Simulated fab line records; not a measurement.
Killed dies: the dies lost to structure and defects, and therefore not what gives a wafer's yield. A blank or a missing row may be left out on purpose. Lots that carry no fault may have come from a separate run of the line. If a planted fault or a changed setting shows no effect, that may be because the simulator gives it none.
Comparing a struck lot with a sound one / flow nand harc / 40 steps out of a route of 1159
Sound: the wafers L580.1, L580.2, L580.4. Struck: wafers L583.5, L583.6 (left out: L583.1, a lot-mate that was not struck); the cause follows at the end.
Order at every step that has rows: each side's tool, ch and its chambers, its first start. Under that, the readings that differ: sound wafers / struck wafers / difference of the means / sigmas: that difference in standard deviations of wafers without a fault.
alike: readings whose means differ by less than 2 such deviations, and words and numbers that are the same on both sides. not compared: withheld readings, readings that some wafer has no value for, bounds like >300 that may hide the same value, and numbers for which the record gives no deviation and whose values overlap.
Wherever a step has rows on one side only, a row that says differs or no value, or a row with sigmas, the two part there. Numbers that have no deviation but don't overlap get no sigmas and don't part them. Lack of a reading on every wafer of one side parts them only where that side has two or more wafers.

first, 2 steps without rows for these wafers: NHARC_A_STAIRCASE_SRD_154; NHARC_A_STAIRCASE_ETCH_403 (etches SiO2 in dHF, target depth 108.2 nm).
NHARC_A_STAIRCASE_ETCHBACK_422: etches the open film in CH3F/O2, target depth 40 nm, time 74.286 s.
  sound on rie diel-05 ch 1,2,3, day 15 13:44; struck on rie diel-07 ch 1,2, day 15 23:52
reading=rf hours counter h (h); sound=0 0 0; struck=- -; difference=no value on the struck wafers; sigmas=
  alike: bias w, drypump motor current A, oes product au, rf vpp V, showerhead plenum p Torr, throttle valve pct
then, 6 steps without rows for these wafers: NHARC_A_STAIRCASE_ETCH_423 (etches SiO2 in dHF, target depth 30 nm); NHARC_A_STAIRCASE_ETCHBACK_157 (etches the open film in CH3F/O2, target depth 90 nm, time 167.14 s); NHARC_A_STAIRCASE_STRIP_475 (strips in O2, time 20 s); NHARC_A_STAIRCASE_DEP_471 (deposits SiO2, target thk 100 nm); NHARC_A_STAIRCASE_CMP_472 (polishes SiO2); NHARC_A_STAIRCASE_SRD_474.
NHARC_A_STAIRCASE_INSPECT_155:
  sound on defect inspect-02 at day 15 15:01; struck on defect inspect-01 at day 16 01:06
reading=raw defect count; sound=779 503 426; struck=338 194; difference=-303; sigmas=-3
NHARC_A_SGD_CUT_DEP_00: deposits SiNx, target thk 50 nm.
  sound on pecvd-01 ch 0,1,2, day 15 15:07; struck on pecvd-04 ch 0,1, day 16 01:19
  alike: heater power w
  not compared: since wet clean h
then, 10 steps without rows for these wafers: NHARC_A_SGD_CUT_DEHYDRATE_01 (time 120 s); NHARC_A_SGD_CUT_HMDS_02 (time 30 s); NHARC_A_SGD_CUT_COAT_56 (time 75 s); NHARC_A_SGD_CUT_COAT_57 (time 65 s); NHARC_A_SGD_CUT_COAT_03 (resist thk 90 nm); NHARC_A_SGD_CUT_SOFTBAKE_04 (time 55 s); NHARC_A_SGD_CUT_EBR_05; NHARC_A_SGD_CUT_EXPOSE_06 (exposes mask SGD); NHARC_A_SGD_CUT_PEB_07 (peb time 65 s); NHARC_A_SGD_CUT_DEVELOP_08 (develop time 35 s).
NHARC_A_SGD_CUT_CD_MEAS_09: target cd 100 nm.
  sound on cd sem-03 ch 0, day 15 15:49; struck on cd sem-02 ch 0, day 16 01:59
  alike: cd nm
NHARC_A_SGD_CUT_OVL_MEAS_10:
  sound on overlay-02 at day 15 15:54; struck on overlay-02 at day 16 02:05
reading=overlay x nm (nm); sound=-1.8 -1.9 -1.7; struck=0.5 0.9; difference=+2.5; sigmas=+3
  alike: overlay y nm
NHARC_A_SGD_CUT_INSPECT_11:
  sound on defect inspect-01 at day 15 15:56; struck on defect inspect-02 at day 16 02:07
  alike: raw defect count
then, 3 steps without rows for these wafers: NHARC_A_SGD_CUT_DESCUM_14 (chemistry O2, time 3 s); NHARC_A_SGD_CUT_ETCH_58 (etches the open film in CF4, target depth 39 nm, time 65 s); NHARC_A_SGD_CUT_ETCH_59 (etches the open film in N2/H2, target depth 260 nm, time 406.25 s).
NHARC_A_SGD_CUT_ETCH_15: etches the open film in CH3F/O2, target depth 75 nm, time 64.3 s.
  sound: rie diel-11 ch 1,2,3; struck: rie diel-11 ch 2,3
reading=rf hours counter h (h); sound=10 10 10; struck=- -; difference=no value on the struck wafers; sigmas=
  alike: bias w, drypump motor current A, oes product au, rf vpp V, showerhead plenum p Torr, throttle valve pct
NHARC_A_SGD_CUT_ETCH_16: etches the open film in C4F8/O2/Ar, target depth 310.5 nm, time 155.2 s.
  sound: rie diel-11 ch 0,2,3; struck: rie diel-11 ch 2,3
reading=rf hours counter h (h); sound=10 10 10; struck=- -; difference=no value on the struck wafers; sigmas=
  alike: bias w, oes product au, rf vpp V
then, 1 step without rows for these wafers: NHARC_A_SGD_CUT_STRIP_60 (strips in C4F8/O2/Ar).
NHARC_A_SGD_CUT_STRIP_17: strips in O2.
  sound: rie diel-11 ch 0,1,2; struck: rie diel-11 ch 1,2
reading=rf hours counter h (h); sound=10 10 10; struck=- -; difference=no value on the struck wafers; sigmas=
  alike: drypump motor current A, oes product au, rf vpp V, showerhead plenum p Torr, throttle valve pct
then, 4 steps without rows for these wafers: NHARC_A_SGD_CUT_PRECLEAN_18 (cleans in SC1); NHARC_A_SGD_CUT_SRD_19; NHARC_A_SGD_CUT_DEP_20 (deposits SiO2, target thk 150 nm); NHARC_A_SGD_CUT_ANNEAL_27 (time 1800 s).
NHARC_A_SGD_CUT_CMP_21: polishes, target thk 148.19 nm.
  sound on cmp-04 ch 0,2,3, day 15 21:27; struck on cmp-04 ch 0,3, day 16 10:50
  alike: motor current A, time to endpoint s
then, 3 steps without rows for these wafers: NHARC_A_SGD_CUT_SRD_23; NHARC_A_SGD_CUT_ETCH_26 (etches SiO2 in dHF, target depth 45.8 nm); NHARC_A_SGD_CUT_ETCHBACK_24 (etches the open film in CH3F/O2, target depth 50 nm, time 92.857 s).
-- break in the record here, with 5 days between the starts of the struck wafers on either side (left off in module A_SGD_CUT, picked up again in module END, where the first step shown is number 1159 on the route) --
NHARC_END_SORT_01:
  the record has rows for the struck wafers here (prober-01 ch 0, day 21 11:53) and none for the sound ones

WHERE THEY PART
Earliest at NHARC_A_STAIRCASE_ETCHBACK_422; latest, in this record, at NHARC_END_SORT_01.

WHY: what the simulator had put in
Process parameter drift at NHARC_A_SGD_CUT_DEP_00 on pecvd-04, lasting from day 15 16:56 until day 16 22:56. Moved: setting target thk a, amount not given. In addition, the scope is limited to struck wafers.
